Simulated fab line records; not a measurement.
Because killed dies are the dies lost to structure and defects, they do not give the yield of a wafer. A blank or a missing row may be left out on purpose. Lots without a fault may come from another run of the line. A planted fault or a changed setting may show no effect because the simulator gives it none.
Which tool is to blame?	flow n5-finfet	12 lots with 35 wafers sampled at 2 steps, on a route of 1938 steps

== WHAT EACH GAUGE READ, for each wafer ==
N5_BEOL_M12_OVL_MEAS_11. Usual: V11_OVL gives 4 nm (standard deviation 5.6).
lot	measured	on	V11_OVL (nm)	flag
L801	day 11 12:34	overlay-02	6 4 9	
L800	day 12 07:41	overlay-02	4 0 4	
L802	day 12 14:41	overlay-02	3 0 14	
L808	day 13 04:44	overlay-02	8 8 12	
L804	day 13 11:04	overlay-02	1 -2 1	
L805	day 13 17:40	overlay-02	15 4 7	
L806	day 13 18:05	overlay-02	-1 -1 -1	
L812	day 14 11:27	overlay-02	8 5	
L815	day 15 05:18	overlay-02	12 14 18	
L817	day 16 02:14	overlay-02	1 7 1	
L818	day 16 05:26	overlay-01	0 -5 1	
L822	day 17 13:52	overlay-02	-5 -4 -3	

N5_BEOL_M12_CD_MEAS_28: the cd target is 160.2 nm. Usual: cd-nm 160.1 nm, standard deviation 0.99.
lot	measured	on	cd-nm (nm)	flag
L801	day 11 13:26	cd-sem-01	159.2 159.5 158.7	
L800	day 12 08:42	cd-sem-01	160.7 159.0 160.9	
L802	day 12 15:34	cd-sem-01	160.3 159.5 160.8	
L808	day 13 05:37	cd-sem-01	159.9 158.7 158.8	
L804	day 13 12:07	cd-sem-02	160.1 159.9 159.5	
L805	day 13 18:40	cd-sem-02	160.8 162.3 160.7	
L806	day 13 18:58	cd-sem-01	159.0 159.1 159.4	
L812	day 14 12:27	cd-sem-03	159.7 160.9	
L815	day 15 06:19	cd-sem-03	159.8 159.4 160.8	
L817	day 16 03:26	cd-sem-02	161.7 161.7 162.9	
L818	day 16 06:19	cd-sem-01	161.4 160.6 162.0	
L822	day 17 14:53	cd-sem-03	159.7 159.8 158.1	

== EACH LOT AND THE TOOL THAT RAN IT (in order: tool; ch and the chambers of the sampled wafers; start) ==
No process step before these readings appears in the record.

== WHAT THE TOOLS THEMSELVES READ (means of the sampled wafers that have a number; where no wafer has one, the mark that the record gives instead) ==
The record holds no such reading with a usual standard deviation.

== THE ANSWER, worked out from the rows above alone ==
Rule: take the mean of a lot's wafers that have a number; if it is more than 3 standard deviations from the usual mean, the lot is off. Also off: a lot with no number at a reading for which 4 or more lots have one. Any other lot the step has rows for is counted as sound. First the gauges in route order, then the tools' own readings, where a lot's mean is used as printed above. At the first step where some lot is off, the reading lying furthest off is the one used; lots without a number count as furthest.
No lot is off on any of the readings shown, so nothing can be concluded from this.

== WHAT THE SIMULATOR PUT IN ==
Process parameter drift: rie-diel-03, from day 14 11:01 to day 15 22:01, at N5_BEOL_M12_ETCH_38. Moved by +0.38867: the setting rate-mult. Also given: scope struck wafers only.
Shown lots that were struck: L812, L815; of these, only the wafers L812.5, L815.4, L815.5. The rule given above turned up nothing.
